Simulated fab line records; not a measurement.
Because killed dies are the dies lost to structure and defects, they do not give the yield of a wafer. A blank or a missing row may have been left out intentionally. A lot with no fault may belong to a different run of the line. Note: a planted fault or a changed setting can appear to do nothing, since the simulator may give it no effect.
fab line records + flow n5_finfet
record:
- lots: 5
- wafers: 15
- last_day: 16
route steps=1938 shown BEOL_M5@1118 PASSIVATION@1936
lots that met no fault: from a run of the same line without faults
start_h: hours from the record's first day to the start of the lot's first wafer shown + wait_h: hours since the lot's step before + " as in the row above + L1.1+2: several wafers, shown together as one row + - no value present, or no start provided + * or withheld: withheld + < > ~ a bound
route shown NAME@n: NAME is a module with steps in the file, n the number in the route of the first one + usual: average and standard deviation across the fault-free wafers + same: alike in all rows + chamber/n: place in a boat + sites: each site's reading + _std_site: standard deviation across them + _edge_site: outer sites' mean less inner sites' + radius_mm: how far each site lies from the wafer's centre + mask NAME#n: copy n + behind: the tool/chamber that last shaped the wafer + hold: what put the lot on hold/how long, in hours/how the hold closed + device: which transistor (n, p or np) failed to switch + end of line: at the end of the route, the tests of the same wafers + a step without rows: its recipe alone + killed: the dies lost at the first sort to structure and to defects; this is not the yield of the wafer + map: per-die view of a wafer (x killed, . not killed, _ where there is no die)
set.NAME: the setting that was run; set.NAME@STEP: the one run at that earlier step + model.NAME: the simulator's own value behind a step, which no gauge read
lots at some steps of the route; a table a step, a row a wafer
services: a tool's chamber out of use, with start hour (start_h, from the record's first day; less than 0 if before it), hours out, and reason
== steps ==
step: N5_BEOL_M5_COAT_60
recipe:
- resist: SiARC
- temp_c: 220
- time_s: 60
- spin_rpm: 1500
- resist_thk_nm: 12
step: N5_BEOL_M5_COAT_71
recipe:
- resist: underlayer
- temp_c: 205
- time_s: 60
- spin_rpm: 1500
- resist_thk_nm: 5
step: N5_BEOL_M5_COAT_05
recipe:
- resist: CAR-EUV
- spin_rpm: 1500
- resist_thk_nm: 30
step: N5_BEOL_M5_EBR_07
recipe:
- solvent: PGMEA
- ebr_width_mm: 1.5
step: N5_BEOL_M5_SOFTBAKE_06
recipe:
- temp_c: 110
- time_s: 60
- resist: CAR-EUV
step: N5_BEOL_M5_EXPOSE_08
recipe:
- mask_id: M5
- na: 0.33
- source_shape: annular
- sigma_inner: 0.4
- sigma_outer: 0.8
- polarization: unpolarized
- target_cd_nm: 28
- dose_mj: 35.75
step: N5_BEOL_M5_PEB_09
recipe:
- peb_temp_c: 100
- peb_time_s: 60
- resist: CAR-EUV
step: N5_BEOL_M5_DEVELOP_10
recipe:
- develop_time_s: 30
- developer: TMAH
- resist: CAR-EUV
- rinse_liquid: surfactant_rinse
- dry: air_spin
- dev_temp_c: 23
step: N5_BEOL_M5_CD_MEAS_11
recipe:
- target_cd_nm: 27.74
- landing_energy_ev: 500
- detector: se_inlens
usual:
- cd_nm: 27.8/0.34
| lot.wafer | tool      | chamber | start_h | wait_h | cd_nm |
|-----------|-----------|---------|---------|--------|-------|
| L535.2    | cd_sem-03 | 0       | 203.37  | -      | 27.7  |
| L535.4    | "         | 0       | "       | "      | 27.3  |
| L535.5    | "         | 0       | "       | "      | 27.3  |
| L536.2    | cd_sem-03 | 0       | 206.74  | -      | 27.7  |
| L536.4    | "         | 0       | "       | "      | 28.0  |
| L536.5    | "         | 0       | "       | "      | 28.1  |
| L545.2    | cd_sem-01 | 0       | 256.91  | -      | 28.6  |
| L545.4    | "         | 0       | "       | "      | 28.2  |
| L545.6    | "         | 0       | "       | "      | 28.2  |
| L547.3    | cd_sem-01 | 0       | 257.91  | -      | 27.9  |
| L547.4    | "         | 0       | "       | "      | 28.1  |
| L547.6    | "         | 0       | "       | "      | 28.2  |
| L550.1    | cd_sem-01 | 0       | 287.22  | -      | 27.9  |
| L550.3    | "         | 0       | "       | "      | 27.8  |
| L550.6    | "         | 0       | "       | "      | 28.2  |
step: N5_BEOL_M5_OVL_MEAS_12
recipe:
- points_per_wafer: 522
usual:
- M5_OVL: -0.6/0.71
| lot.wafer | tool       | chamber | start_h | wait_h | M5_OVL[nm] |
|-----------|------------|---------|---------|--------|------------|
| L535.2    | overlay-02 | 0       | 203.41  | 0.0    | -0.9       |
| L535.4    | "          | 0       | "       | "      | -0.8       |
| L535.5    | "          | 0       | "       | "      | -1.2       |
| L536.2    | overlay-02 | 0       | 206.77  | 0.0    | -0.8       |
| L536.4    | "          | 0       | "       | "      | -0.2       |
| L536.5    | "          | 0       | "       | "      | -1.4       |
| L545.2    | overlay-02 | 0       | 256.94  | 0.0    | -0.5       |
| L545.4    | "          | 0       | "       | "      | -1.7       |
| L545.6    | "          | 0       | "       | "      | -1.5       |
| L547.3    | overlay-01 | 0       | 257.95  | 0.0    | 0.3        |
| L547.4    | "          | 0       | "       | "      | -0.3       |
| L547.6    | "          | 0       | "       | "      | -0.3       |
| L550.1    | overlay-01 | 0       | 287.25  | 0.0    | -0.7       |
| L550.3    | "          | 0       | "       | "      | -0.3       |
| L550.6    | "          | 0       | "       | "      | -0.6       |
step: N5_BEOL_M5_INSPECT_13
recipe:
- mode: adi
- inspect_instrument: brightfield
usual:
- raw_defect_count: 438/120
| lot.wafer | tool              | chamber | start_h | wait_h | raw_defect_count |
|-----------|-------------------|---------|---------|--------|------------------|
| L535.2    | defect_inspect-02 | -       | 203.46  | 0.0    | 268              |
| L535.4    | "                 | -       | "       | "      | 237              |
| L535.5    | "                 | -       | "       | "      | 288              |
| L536.2    | defect_inspect-02 | -       | 206.83  | 0.0    | 395              |
| L536.4    | "                 | -       | "       | "      | 279              |
| L536.5    | "                 | -       | "       | "      | 508              |
| L545.2    | defect_inspect-01 | -       | 256.99  | 0.0    | 525              |
| L545.4    | "                 | -       | "       | "      | 609              |
| L545.6    | "                 | -       | "       | "      | 666              |
| L547.3    | defect_inspect-01 | -       | 258.00  | 0.0    | 492              |
| L547.4    | "                 | -       | "       | "      | 508              |
| L547.6    | "                 | -       | "       | "      | 517              |
| L550.1    | defect_inspect-02 | -       | 287.31  | 0.1    | 436              |
| L550.3    | "                 | -       | "       | "      | 359              |
| L550.6    | "                 | -       | "       | "      | 403              |
step: N5_BEOL_M5_DESCUM_16
recipe:
- chemistry: O2
- time_s: 7
- source_power_w: 50
- bias_power_w: 20
- pressure_mtorr: 20
- rf_frequency_hz: 2.712e+07
- temp_c: 40
- resist: CAR-EUV
- o2_flow_sccm: 225
usual:
- bias_power_w: 20.00/0.059
- drypump_motor_current_A: 5.8/0.41
- oes_product_au: 0.77/0.088
- rf_vpp_V: 243.4/1.3
- showerhead_plenum_p_Torr: 2.12/0.063
- throttle_valve_pct: 20.56/0.28
| lot.wafer | tool        | chamber | start_h | wait_h | bias_power_w | drypump_motor_current_A | oes_product_au | rf_hours_counter_h | rf_vpp_V | showerhead_plenum_p_Torr | throttle_valve_pct |
|-----------|-------------|---------|---------|--------|--------------|-------------------------|----------------|--------------------|----------|--------------------------|--------------------|
| L535.2    | rie_diel-02 | 3       | 203.62  | 0.2    | 19.95        | 5.8                     | 0.70           | 218                | 244.5    | 2.08                     | 21.03              |
| L535.4    | "           | 3       | "       | "      | 20.06        | 5.7                     | 0.68           | -                  | 243.3    | 2.08                     | 21.04              |
| L535.5    | "           | 1       | "       | "      | 19.93        | 5.7                     | 0.72           | -                  | 240.3    | 2.02                     | 20.84              |
| L536.2    | rie_diel-03 | 1       | 206.86  | 0.0    | 19.96        | 5.7                     | 0.72           | 178                | 243.1    | 2.09                     | 20.84              |
| L536.4    | "           | 2       | "       | "      | 19.94        | 6.4                     | 0.73           | 174                | 243.0    | 2.09                     | 20.47              |
| L536.5    | "           | 1       | "       | "      | 20.01        | 5.7                     | 0.72           | -                  | 242.4    | 2.09                     | 20.84              |
| L545.2    | rie_diel-03 | 3       | 257.12  | 0.1    | 19.99        | 6.6                     | 0.85           | 55                 | 246.5    | 2.22                     | 20.29              |
| L545.4    | "           | 2       | "       | "      | 19.99        | 6.4                     | 0.73           | 187                | 241.5    | 2.09                     | 20.51              |
| L545.6    | "           | 1       | "       | "      | 20.04        | 5.7                     | 0.72           | -                  | 242.9    | 2.09                     | 20.87              |
| L547.3    | rie_diel-01 | 0       | 258.03  | 0.0    | 20.04        | 5.2                     | 0.71           | 205                | 244.9    | 2.19                     | 20.59              |
| L547.4    | "           | 1       | "       | "      | 19.95        | 5.6                     | 0.91           | -                  | 243.0    | 2.08                     | 20.20              |
| L547.6    | "           | 2       | "       | "      | 19.95        | 5.4                     | 0.82           | -                  | 243.3    | 2.11                     | 20.67              |
| L550.1    | rie_diel-02 | 0       | 287.34  | 0.0    | 20.05        | 6.0                     | 0.90           | 19                 | 243.6    | 2.16                     | 20.33              |
| L550.3    | "           | 3       | "       | "      | 20.04        | 5.7                     | 0.67           | 242                | 242.3    | 2.07                     | 21.07              |
| L550.6    | "           | 1       | "       | "      | 20.08        | 5.7                     | 0.69           | -                  | 240.5    | 2.01                     | 20.89              |
step: N5_BEOL_M5_ETCH_72
recipe:
- chemistry: N2/H2
- target: underlayer
- target_depth_a: 65
- mask_material: CAR-EUV
- time_s: 5.2
- ion_energy_ev: 200
- pressure_mtorr: 30
- source_w: 840
- bias_w: 150
- n2_flow_sccm: 200
- h2_flow_sccm: 200
- ends: cleared
usual:
- bias_w: 150.0/0.42
- drypump_motor_current_A: 5.8/0.41
- etch_rf_on_time_s: 5.20/0.19
- n2_flow_sccm: 200.0/0.57
- oes_product_au: 0.66/0.079
- rf_vpp_V: 524.2/2.4
- showerhead_plenum_p_Torr: 2.56/0.079
- throttle_valve_pct: 18.0/0.33
| lot.wafer | tool        | chamber | start_h | wait_h | bias_w | drypump_motor_current_A | etch_rf_on_time_s | n2_flow_sccm | oes_product_au | rf_hours_counter_h | rf_vpp_V | showerhead_plenum_p_Torr | throttle_valve_pct |
|-----------|-------------|---------|---------|--------|--------|-------------------------|-------------------|--------------|----------------|--------------------|----------|--------------------------|--------------------|
| L535.2    | rie_diel-02 | 3       | 203.66  | 0.0    | 151.1  | 5.7                     | 5.15              | 199.8        | 0.58           | 218                | 522.8    | 2.50                     | 18.4               |
| L535.4    | "           | 3       | "       | "      | 150.7  | 5.8                     | 5.08              | 199.5        | 0.60           | -                  | 523.3    | 2.50                     | 18.4               |
| L535.5    | "           | 1       | "       | "      | 150.6  | 5.7                     | 5.38              | 199.5        | 0.60           | -                  | 520.5    | 2.41                     | 18.2               |
| L536.2    | rie_diel-03 | 1       | 206.89  | 0.0    | 150.0  | 5.7                     | 5.46              | 199.9        | 0.60           | 178                | 522.5    | 2.52                     | 18.1               |
| L536.4    | "           | 2       | "       | "      | 150.5  | 6.4                     | 5.20              | 199.1        | 0.62           | 174                | 523.3    | 2.51                     | 17.7               |
| L536.5    | "           | 1       | "       | "      | 149.4  | 5.7                     | 5.46              | 200.9        | 0.60           | -                  | 523.9    | 2.52                     | 18.1               |
| L545.2    | rie_diel-03 | 3       | 257.15  | 0.0    | 149.7  | 6.6                     | 5.52              | 201.4        | 0.72           | 55                 | 527.4    | 2.68                     | 17.6               |
| L545.4    | "           | 2       | "       | "      | 149.9  | 6.4                     | 5.11              | 200.9        | 0.61           | 187                | 522.3    | 2.51                     | 17.7               |
| L545.6    | "           | 1       | "       | "      | 140.9  | 5.7                     | 5.50              | 200.3        | 0.60           | -                  | 500.5    | 2.51                     | 18.1               |
| L547.3    | rie_diel-01 | 0       | 258.07  | 0.0    | 150.1  | 5.1                     | 5.08              | 199.6        | 0.61           | 205                | 527.1    | 2.63                     | 17.9               |
| L547.4    | "           | 1       | "       | "      | 150.5  | 5.6                     | 5.17              | 201.0        | 0.79           | -                  | 523.4    | 2.49                     | 17.5               |
| L547.6    | "           | 2       | "       | "      | 150.1  | 5.4                     | 5.05              | 200.8        | 0.71           | -                  | 525.0    | 2.58                     | 18.4               |
| L550.1    | rie_diel-02 | 0       | 287.38  | 0.0    | 150.0  | 5.9                     | 4.83              | 200.8        | 0.79           | 19                 | 525.6    | 2.62                     | 17.7               |
| L550.3    | "           | 3       | "       | "      | 150.0  | 5.8                     | 5.06              | 199.7        | 0.58           | 242                | 522.5    | 2.49                     | 18.5               |
| L550.6    | "           | 1       | "       | "      | 149.9  | 5.7                     | 5.36              | 199.5        | 0.59           | -                  | 522.2    | 2.40                     | 18.2               |
step: N5_BEOL_M5_ETCH_61
recipe:
- chemistry: CF4
- target: SiARC
- target_depth_a: 156
- mask_material: CAR-EUV
- time_s: 26
- ion_energy_ev: 80
- pressure_mtorr: 40
- source_w: 545
- bias_w: 36
- Ar_flow_sccm: 100
- cf4_flow_sccm: 100
- ends: cleared
usual:
- bias_w: 35.99/0.13
- drypump_motor_current_A: 5.8/0.41
- etch_rf_on_time_s: 25.9/0.81
- mfc_ar_sccm: 100.0/0.31
- oes_product_au: 0.66/0.08
- rf_vpp_V: 184.1/1.1
- showerhead_plenum_p_Torr: 2.15/0.059
- throttle_valve_pct: 15.7/0.31
| lot.wafer | tool        | chamber | start_h | wait_h | bias_w | drypump_motor_current_A | etch_rf_on_time_s | mfc_ar_sccm | oes_product_au | rf_hours_counter_h | rf_vpp_V | showerhead_plenum_p_Torr | throttle_valve_pct |
|-----------|-------------|---------|---------|--------|--------|-------------------------|-------------------|-------------|----------------|--------------------|----------|--------------------------|--------------------|
| L535.2    | rie_diel-02 | 3       | 203.67  | 0.0    | 35.78  | 5.8                     | 25.8              | 100.1       | 0.58           | 218                | 183.7    | 2.10                     | 16.0               |
| L535.4    | "           | 3       | "       | "      | 35.84  | 5.7                     | 25.9              | 99.8        | 0.58           | -                  | 183.9    | 2.10                     | 16.0               |
| L535.5    | "           | 1       | "       | "      | 36.14  | 5.7                     | 26.8              | 100.2       | 0.60           | -                  | 182.9    | 2.07                     | 16.0               |
| L536.2    | rie_diel-03 | 1       | 206.91  | 0.0    | 35.99  | 5.7                     | 26.8              | 100.1       | 0.62           | 178                | 183.5    | 2.13                     | 15.9               |
| L536.4    | "           | 2       | "       | "      | 36.02  | 6.4                     | 25.6              | 99.9        | 0.62           | 174                | 184.7    | 2.14                     | 15.7               |
| L536.5    | "           | 1       | "       | "      | 35.99  | 5.7                     | 26.8              | 100.5       | 0.61           | -                  | 184.4    | 2.13                     | 15.9               |
| L545.2    | rie_diel-03 | 3       | 257.17  | 0.0    | 35.92  | 6.6                     | 27.6              | 100.4       | 0.71           | 55                 | 186.2    | 2.25                     | 15.4               |
| L545.4    | "           | 2       | "       | "      | 35.94  | 6.4                     | 25.7              | 100.0       | 0.62           | 187                | 183.5    | 2.14                     | 15.7               |
| L545.6    | "           | 1       | "       | "      | 36.15  | 5.7                     | 26.5              | 99.8        | 0.60           | -                  | 183.5    | 2.12                     | 15.9               |
| L547.3    | rie_diel-01 | 0       | 258.08  | 0.0    | 36.08  | 5.1                     | 25.0              | 100.0       | 0.62           | 205                | 184.8    | 2.22                     | 15.7               |
| L547.4    | "           | 1       | "       | "      | 36.06  | 5.6                     | 25.7              | 100.2       | 0.80           | -                  | 183.4    | 2.08                     | 15.1               |
| L547.6    | "           | 2       | "       | "      | 35.92  | 5.4                     | 25.5              | 99.9        | 0.70           | -                  | 184.0    | 2.15                     | 15.8               |
| L550.1    | rie_diel-02 | 0       | 287.40  | 0.0    | 35.81  | 6.0                     | 24.7              | 99.9        | 0.79           | 19                 | 186.1    | 2.16                     | 15.2               |
| L550.3    | "           | 3       | "       | "      | 35.87  | 5.7                     | 26.1              | 99.5        | 0.57           | 242                | 183.1    | 2.10                     | 16.1               |
| L550.6    | "           | 1       | "       | "      | 35.97  | 5.7                     | 27.2              | 100.0       | 0.58           | -                  | 181.9    | 2.06                     | 16.1               |
step: N5_PASSIVATION_PROBE_49
usual:
- defect_limited_yield: 91.4/1.5
- killed_at_M0_to_M3: 36/11
- killed_at_M4_up: 14/6
- killed_at_contacts: 11/6
- killed_at_front_end: 37/11
- killed_at_other: 4/3.4
- killed_dies: 102/18
- killed_on_rim: 13/3.5
- killed_open: 66/13
- killed_short: 34/7.8
- sort_bin_5_function: 5.0/0.97
- sort_bin_6_memory: 3.2/0.7
- sort_n_pass: 1078/19
- sort_yield_pct: 91.3/1.6
same:
- gross_dies: 1180
- killed_at_back_side: 0
- sort_bin_4_leakage[%]: 0
- sort_bin_8_speed[%]: 0
| lot.wafer | tool      | chamber | start_h | wait_h | defect_limited_yield[%] | killed_at_M0_to_M3 | killed_at_M4_up | killed_at_contacts | killed_at_front_end | killed_at_other | killed_dies | killed_on_rim | killed_open | killed_short | sort_bin_5_function[%] | sort_bin_6_memory[%] | sort_n_pass | sort_yield_pct[%] |
|-----------|-----------|---------|---------|--------|-------------------------|--------------------|-----------------|--------------------|---------------------|-----------------|-------------|---------------|-------------|--------------|------------------------|----------------------|-------------|-------------------|
| L535.2    | prober-01 | -       | 307.66  | 0.1    | 91.1                    | 24                 | 10              | 18                 | 45                  | 8               | 105         | 14            | 75          | 27           | 5.1                    | 3.6                  | 1075        | 91.1              |
| L535.4    | prober-01 | -       | 307.76  | 0.2    | 89.7                    | 30                 | 14              | 14                 | 55                  | 9               | 122         | 18            | 89          | 30           | 6.4                    | 3.5                  | 1058        | 89.7              |
| L535.5    | prober-01 | -       | 307.81  | 0.2    | 90.1                    | 26                 | 29              | 13                 | 46                  | 3               | 117         | 18            | 68          | 49           | 6.1                    | 3.6                  | 1063        | 90.1              |
| L536.2    | prober-01 | -       | 309.54  | 0.1    | 91.8                    | 52                 | 5               | 14                 | 22                  | 4               | 97          | 15            | 76          | 21           | 5.4                    | 2.6                  | 1083        | 91.8              |
| L536.4    | prober-01 | -       | 309.64  | 0.2    | 93.2                    | 38                 | 9               | 6                  | 24                  | 3               | 80          | 13            | 48          | 29           | 4.1                    | 2.5                  | 1100        | 93.2              |
| L536.5    | prober-01 | -       | 309.69  | 0.2    | 93.9                    | 25                 | 5               | 11                 | 26                  | 5               | 72          | 13            | 53          | 18           | 3.8                    | 2.0                  | 1108        | 93.9              |
| L547.3    | prober-02 | -       | 359.01  | 0.7    | 91.9                    | 30                 | 7               | 14                 | 36                  | 9               | 96          | 21            | 63          | 33           | 4.2                    | 3.6                  | 1084        | 91.9              |
| L547.4    | prober-02 | -       | 359.06  | 0.8    | 88.6                    | 42                 | 9               | 19                 | 53                  | 12              | 135         | 20            | 82          | 53           | 6.0                    | 5.1                  | 1045        | 88.6              |
| L547.6    | prober-02 | -       | 359.16  | 0.9    | 90.7                    | 37                 | 15              | 15                 | 34                  | 9               | 110         | 18            | 78          | 32           | 5.8                    | 3.1                  | 1070        | 90.7              |
| L545.2    | prober-02 | -       | 359.26  | 0.5    | 92.9                    | 34                 | 12              | 10                 | 27                  | 1               | 84          | 9             | 47          | 36           | 3.8                    | 2.7                  | 1096        | 92.9              |
| L545.4    | prober-02 | -       | 359.36  | 0.6    | 92.1                    | 38                 | 21              | 11                 | 23                  | 0               | 93          | 15            | 64          | 28           | 4.2                    | 3.6                  | 1087        | 92.1              |
| L545.6    | prober-02 | -       | 359.46  | 0.7    | 89.7                    | 46                 | 22              | 12                 | 40                  | 2               | 122         | 18            | 81          | 38           | 5.7                    | 4.1                  | 1058        | 89.7              |
| L550.1    | prober-02 | -       | 390.71  | 0.0    | 91.4                    | 36                 | 25              | 4                  | 29                  | 7               | 101         | 12            | 66          | 32           | 4.2                    | 4.2                  | 1079        | 91.4              |
| L550.3    | prober-02 | -       | 390.81  | 0.1    | 92.9                    | 34                 | 14              | 8                  | 20                  | 8               | 84          | 8             | 58          | 23           | 4.4                    | 2.5                  | 1096        | 92.9              |
| L550.6    | prober-02 | -       | 390.96  | 0.3    | 92.9                    | 35                 | 13              | 9                  | 22                  | 5               | 84          | 10            | 54          | 28           | 3.9                    | 2.9                  | 1096        | 92.9              |
killed by level:class
L535.2 MOL_CONTACT_COAG:geometric_particle:open=13 FIN_SAQP:geometric_particle:open=11 STI_FIN_REVEAL:geometric_particle:open=11 BEOL_M2:geometric_particle:open=7 MOL_CONTACT_COAG:geometric_particle:short=4 BEOL_M0_SAQP:geometric_particle:short=4 BEOL_M3:geometric_particle:open=4 BEOL_M4:geometric_particle:open=4
L535.4 FIN_SAQP:geometric_particle:open=25 MOL_CONTACT_COAG:geometric_particle:open=12 BEOL_M3:geometric_particle:open=10 FIN_SAQP:geometric_particle:short=7 BEOL_M0_SAQP:geometric_particle:short=6 BEOL_M4:geometric_particle:open=6 BEOL_M2:geometric_particle:open=5 DUMMY_GATE:geometric_particle:open=4
L535.5 FIN_SAQP:geometric_particle:open=13 MOL_CONTACT_COAG:geometric_particle:open=11 BEOL_M4:geometric_particle:short=11 FIN_SAQP:geometric_particle:short=7 BEOL_M0_SAQP:geometric_particle:open=7 BEOL_M4:geometric_particle:open=6 DUMMY_GATE:geometric_particle:open=5 DUMMY_GATE:geometric_particle:short=4
L536.2 BEOL_M1:geometric_particle:open=13 MOL_CONTACT_COAG:geometric_particle:open=12 BEOL_M3:geometric_particle:open=12 BEOL_M0_SAQP:geometric_particle:open=11 BEOL_M2:geometric_particle:open=6 FIN_SAQP:geometric_particle:short=5 FIN_SAQP:geometric_particle:open=4 BEOL_M1:geometric_particle:short=4
L536.4 BEOL_M1:geometric_particle:open=10 BEOL_M0_SAQP:geometric_particle:short=9 BEOL_M2:geometric_particle:open=8 BEOL_M0_SAQP:geometric_particle:open=5 BEOL_M8:geometric_particle:open=5 STARTING-WAFER:geometric_particle:short=5 FIN_SAQP:geometric_particle:short=4 MOL_CONTACT_COAG:geometric_particle:open=4
L536.5 BEOL_M2:geometric_particle:open=10 MOL_CONTACT_COAG:geometric_particle:open=9 STI_FIN_REVEAL:geometric_particle:open=7 FIN_SAQP:geometric_particle:open=4 BEOL_M3:geometric_particle:open=4 FIN_SAQP:geometric_particle:short=3 STI_FIN_REVEAL:geometric_particle:short=3 BEOL_M0_SAQP:geometric_particle:short=3
L547.3 STI_FIN_REVEAL:geometric_particle:open=13 FIN_SAQP:geometric_particle:open=10 MOL_CONTACT_COAG:geometric_particle:open=10 BEOL_M0_SAQP:geometric_particle:open=7 BEOL_M0_SAQP:geometric_particle:short=6 BEOL_M2:geometric_particle:open=5 MOL_CONTACT_COAG:geometric_particle:short=4 BEOL_M4:geometric_particle:open=4
L547.4 FIN_SAQP:geometric_particle:short=17 FIN_SAQP:geometric_particle:open=14 MOL_CONTACT_COAG:geometric_particle:open=14 BEOL_M0_SAQP:geometric_particle:open=14 BEOL_M0_SAQP:geometric_particle:short=10 BEOL_M2:geometric_particle:open=7 PASS1_CAP:geometric_particle:open=6 STI_FIN_REVEAL:geometric_particle:open=5
L547.6 MOL_CONTACT_COAG:geometric_particle:open=14 BEOL_M0_SAQP:geometric_particle:open=10 STI_FIN_REVEAL:geometric_particle:open=8 BEOL_M0_SAQP:geometric_particle:short=8 BEOL_M1:geometric_particle:open=7 FIN_SAQP:geometric_particle:open=6 BEOL_M4:geometric_particle:open=6 FIN_SAQP:geometric_particle:short=5
L545.2 BEOL_M0_SAQP:geometric_particle:open=9 BEOL_M2:geometric_particle:open=9 GATE_CUT:geometric_particle:short=8 BEOL_M0_SAQP:geometric_particle:short=7 MOL_CONTACT_COAG:geometric_particle:open=6 GATE_CUT:geometric_particle:open=5 FIN_SAQP:geometric_particle:short=4 MOL_CONTACT_COAG:geometric_particle:short=3
L545.4 BEOL_M0_SAQP:geometric_particle:open=11 BEOL_M0_SAQP:geometric_particle:short=10 MOL_CONTACT_COAG:geometric_particle:open=9 BEOL_M2:geometric_particle:open=7 BEOL_M4:geometric_particle:open=7 FIN_SAQP:geometric_particle:short=4 DUMMY_GATE:geometric_particle:open=4 BEOL_M5:geometric_particle:open=4
L545.6 BEOL_M0_SAQP:geometric_particle:open=13 FIN_SAQP:geometric_particle:short=11 BEOL_M3:geometric_particle:open=10 MOL_CONTACT_COAG:geometric_particle:open=8 BEOL_M0_SAQP:geometric_particle:short=8 BEOL_M2:geometric_particle:open=7 BEOL_M5:geometric_particle:open=7 BEOL_M4:geometric_particle:open=6
L550.1 BEOL_M4:geometric_particle:open=19 BEOL_M0_SAQP:geometric_particle:open=11 BEOL_M0_SAQP:geometric_particle:short=10 FIN_SAQP:geometric_particle:open=8 BEOL_M1:geometric_particle:short=6 BEOL_M3:geometric_particle:open=4 STI_FIN_REVEAL:geometric_particle:short=3 DUMMY_GATE:geometric_particle:open=3
L550.3 BEOL_M4:geometric_particle:open=10 BEOL_M3:geometric_particle:open=9 MOL_CONTACT_COAG:geometric_particle:open=7 BEOL_M0_SAQP:geometric_particle:short=7 BEOL_M1:geometric_particle:open=6 DUMMY_GATE:geometric_particle:open=5 BEOL_M0_SAQP:geometric_particle:open=4 BEOL_M1:geometric_particle:short=4
L550.6 BEOL_M0_SAQP:geometric_particle:short=9 BEOL_M2:geometric_particle:open=9 MOL_CONTACT_COAG:geometric_particle:open=8 BEOL_M4:geometric_particle:open=8 BEOL_M0_SAQP:geometric_particle:open=5 STARTING-WAFER:geometric_particle:short=5 BEOL_M1:geometric_particle:open=4 BEOL_M0:geometric_particle:open=3
== services ==
| tool        | chamber | start_h | hours | kind                          |
|-------------|---------|---------|-------|-------------------------------|
| rie_diel-01 | 1       | 187.49  | -     | clean                         |
| rie_diel-01 | 1       | 187.49  | -     | consumable_replace:focus_ring |
| rie_diel-01 | 1       | 187.49  | 23.4  | scheduled_down                |
| rie_diel-01 | 1       | 187.49  | 23.4  | vent_cycle                    |
| rie_diel-03 | -       | 198.08  | 1.1   | repair                        |
| rie_diel-03 | -       | 199.54  | 2.6   | repair                        |
| rie_diel-02 | 0       | 201.57  | -     | clean                         |
| rie_diel-02 | 0       | 201.57  | -     | consumable_replace:focus_ring |
| rie_diel-02 | 0       | 201.57  | 21.2  | scheduled_down                |
| rie_diel-02 | 0       | 201.57  | 21.2  | vent_cycle                    |
| rie_diel-01 | 3       | 213.02  | 48.6  | repair                        |
| rie_diel-03 | 0       | 216.61  | 2.9   | repair                        |
| rie_diel-01 | 3       | 261.78  | -     | clean                         |
| rie_diel-01 | 3       | 261.78  | -     | consumable_replace:focus_ring |
| rie_diel-01 | 3       | 261.78  | 18.0  | scheduled_down                |
| rie_diel-01 | 3       | 261.78  | 18.0  | vent_cycle                    |
| rie_diel-03 | -       | 283.25  | 0.1   | repair                        |
== key ==
first_sign:
- step: N5_BEOL_M5_ETCH_72
- reading: bias_w
- direction: down
- sigmas: 21
- usual: *
- struck: *
effect:
- step: N5_BEOL_M5_ETCH_72
- reading: rf_vpp_V
- direction: down
- sigmas: 9.7
- usual: 524.2
- struck: 500.5
met_at N5_BEOL_M5_ETCH_72
struck_wafers L545.6
onset_between 206.89 257.15
fault:
- kind: process_parameter_drift
- tool: rie_diel-03
- chamber: 1
- onset_h: 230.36
- steps: N5_BEOL_M5_ETCH_72
- channel: bias_w
- offset: *
- shape: step
- end_h: 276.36
- acts_in: *
- stated: *
